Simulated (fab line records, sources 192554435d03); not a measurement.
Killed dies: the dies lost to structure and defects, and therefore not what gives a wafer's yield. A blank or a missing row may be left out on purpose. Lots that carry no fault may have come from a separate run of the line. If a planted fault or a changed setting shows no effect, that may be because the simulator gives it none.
Chamber matching ; flow n5-finfet ; 4 sister chambers for N5_HKMG_FIN_PWFM_ALD_03 on ald-metal-02
The step deposits TiN, target thk 2 nm, pulse time 1 s, purge time 3 s. 30 wafers are shown with their chamber, then 12 later ones without.

EACH WAFER AND ITS CHAMBER
wafer;chamber;heater-power-w (W);precursor-pulse-height-rel
L074.1;0;853;0.970
L074.2;1;920;0.990
L074.3;2;963;1.034
L074.4;3;895;1.011
L074.5;0;845;0.974
L074.6;1;941;0.996
L075.1;2;988;1.006
L075.5;3;892;1.011
L075.6;0;829;1.019
L077.4;2;940;0.993
L077.5;2;980;1.028
L077.6;1;934;1.017
L079.1;1;942;1.041
L079.2;3;918;0.998
L079.3;2;946;1.003
L079.4;0;819;1.019
L079.5;2;944;0.998
L079.6;3;898;0.990
L081.1;3;890;1.005
L081.2;1;968;1.001
L081.3;2;1002;1.001
L081.4;0;840;1.001
L081.5;1;936;0.987
L081.6;2;963;0.997
L083.2;3;883;1.007
L083.5;1;930;1.021
L083.6;2;971;0.979
L084.1;2;946;0.952
L084.3;1;938;1.018
L084.4;3;895;0.973

SIGNATURES, as means of the wafers listed above
reading;chamber 0;chamber 1;chamber 2;chamber 3;scatter within a chamber
heater-power-w;837.20;938.62;964.30;895.86;16.1
precursor-pulse-height-rel;0.99660;1.00887;0.99910;0.99929;0.0202
Rule: for a wafer and a chamber, the distance is found by dividing, reading by reading, the gap between the wafer's reading and the chamber's mean by the reading's scatter, squaring, summing and taking the root. The wafer belongs to the nearest chamber; if the next one is less than 2 further off, it can't be placed. The scatter: the root of (the sum of the squares of (reading less its chamber's mean) over the shown wafers, divided by (wafers less chambers)).

WAFERS WITH NO CHAMBER GIVEN
wafer;heater-power-w (W);precursor-pulse-height-rel
L089.1;894;0.981
L089.2;915;0.952
L089.6;955;1.022
L090.2;836;1.009
L090.4;951;0.986
L090.6;954;1.007
L093.1;837;1.000
L093.2;886;0.999
L093.5;833;1.002
L095.1;934;1.013
L095.4;921;1.028
L095.5;821;1.000

WHICH CHAMBER EACH WENT THROUGH
wafer;from the rows above;in truth
L089.1;3;3
L089.2;can't be placed: 3 or 1 or 2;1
L089.6;can't be placed: 1 or 2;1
L090.2;0;0
L090.4;can't be placed: 2 or 1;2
L090.6;can't be placed: 2 or 1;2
L093.1;0;0
L093.2;3;3
L093.5;0;0
L095.1;can't be placed: 1 or 2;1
L095.4;can't be placed: 1 or 3 or 2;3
L095.5;0;0
Correct placement for 6 of the 12. These rows do not allow placing 6 (true chamber among the candidates in 6). 0 placed wrongly.
